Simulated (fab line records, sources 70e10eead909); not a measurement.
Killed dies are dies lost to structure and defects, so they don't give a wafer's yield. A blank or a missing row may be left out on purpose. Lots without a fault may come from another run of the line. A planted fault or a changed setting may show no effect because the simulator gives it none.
Chamber matching | flow nand_harc | NHARC_A_STAIRCASE_DESCUM_219 on rie_diel-12: 4 sister chambers
The step chemistry O2, time 3 s. 30 wafers are shown with their chamber, then 12 later ones without.

WAFERS WITH THEIR CHAMBER
wafer  | chamber | showerhead_plenum_p_Torr (Torr) | drypump_motor_current_A (A) | rf_vpp_V (V)
L075.1 | 3       | 2.02                            | 5.20                        | 57.4
L075.2 | 2       | 2.05                            | 5.58                        | 59.7
L075.4 | 0       | 1.87                            | 5.67                        | 57.4
L077.1 | 0       | 1.86                            | 5.62                        | 56.2
L077.3 | 3       | 2.02                            | 5.19                        | 59.2
L077.6 | 3       | 2.02                            | 5.16                        | 58.9
L078.3 | 1       | 1.87                            | 5.99                        | 57.8
L078.4 | 0       | 1.86                            | 5.65                        | 57.3
L078.5 | 0       | 1.86                            | 5.65                        | 56.9
L081.2 | 1       | 1.87                            | 6.02                        | 58.5
L081.3 | 3       | 2.02                            | 5.20                        | 58.6
L081.4 | 2       | 2.05                            | 5.56                        | 58.7
L082.2 | 1       | 1.87                            | 5.99                        | 58.2
L082.3 | 0       | 1.86                            | 5.62                        | 58.5
L082.5 | 1       | 1.87                            | 5.98                        | 57.2
L080.1 | 0       | 1.86                            | 5.62                        | 58.1
L080.5 | 2       | 2.04                            | 5.54                        | 58.4
L080.6 | 1       | 1.87                            | 6.00                        | 57.1
L083.2 | 3       | 2.02                            | 5.21                        | 57.1
L083.3 | 2       | 2.04                            | 5.54                        | 57.9
L083.5 | 2       | 2.04                            | 5.53                        | 57.3
L084.1 | 3       | 2.02                            | 5.20                        | 58.0
L084.4 | 2       | 2.04                            | 5.56                        | 58.8
L084.6 | 0       | 1.86                            | 5.62                        | 58.2
L085.2 | 3       | 2.01                            | 5.19                        | 58.3
L085.3 | 2       | 2.04                            | 5.53                        | 57.6
L085.6 | 0       | 1.86                            | 5.65                        | 58.2
L086.1 | 0       | 1.86                            | 5.68                        | 57.0
L086.5 | 2       | 2.04                            | 5.55                        | 58.0
L086.6 | 1       | 1.86                            | 5.97                        | 57.5

SIGNATURES (means of the wafers above)
reading                  | chamber 0 | chamber 1 | chamber 2 | chamber 3 | scatter within a chamber
showerhead_plenum_p_Torr | 1.8611    | 1.8683    | 2.0425    | 2.0186    | 0.00396
drypump_motor_current_A  | 5.6422    | 5.9917    | 5.5488    | 5.1929    | 0.0191
rf_vpp_V                 | 57.533    | 57.717    | 58.300    | 58.214    | 0.731
Rule: a wafer's distance from a chamber is the root of the sum, over the readings, of the square of ((its reading less the chamber's mean) divided by the reading's scatter). The wafer belongs to the nearest chamber; if the next one is less than 2 further off, it can't be placed. The scatter: the root of (the sum of the squares of (reading less its chamber's mean) over the shown wafers, divided by (wafers less chambers)).

WAFERS WITHOUT THEIR CHAMBER
wafer  | showerhead_plenum_p_Torr (Torr) | drypump_motor_current_A (A) | rf_vpp_V (V)
L089.1 | 2.01                            | 5.15                        | 60.3
L089.3 | 1.86                            | 5.64                        | 56.6
L089.6 | 2.01                            | 5.15                        | 57.9
L092.2 | 1.86                            | 5.66                        | 57.5
L092.4 | 2.04                            | 5.55                        | 57.8
L092.5 | 2.01                            | 5.20                        | 59.2
L091.1 | 1.85                            | 5.64                        | 57.6
L091.3 | 1.86                            | 5.98                        | 56.4
L091.4 | 2.04                            | 5.57                        | 58.6
L090.1 | 2.04                            | 5.57                        | 58.0
L090.2 | 1.86                            | 5.98                        | 57.4
L090.6 | 2.01                            | 5.19                        | 58.4

WHICH CHAMBER EACH WENT THROUGH
wafer  | from the rows above | in truth
L089.1 | 3                   | 3
L089.3 | 0                   | 0
L089.6 | 3                   | 3
L092.2 | 0                   | 0
L092.4 | 2                   | 2
L092.5 | 3                   | 3
L091.1 | 0                   | 0
L091.3 | 1                   | 1
L091.4 | 2                   | 2
L090.1 | 2                   | 2
L090.2 | 1                   | 1
L090.6 | 3                   | 3
Placed correctly: 12 of 12. Can't be placed from these rows: 0. Placed wrongly: 0.
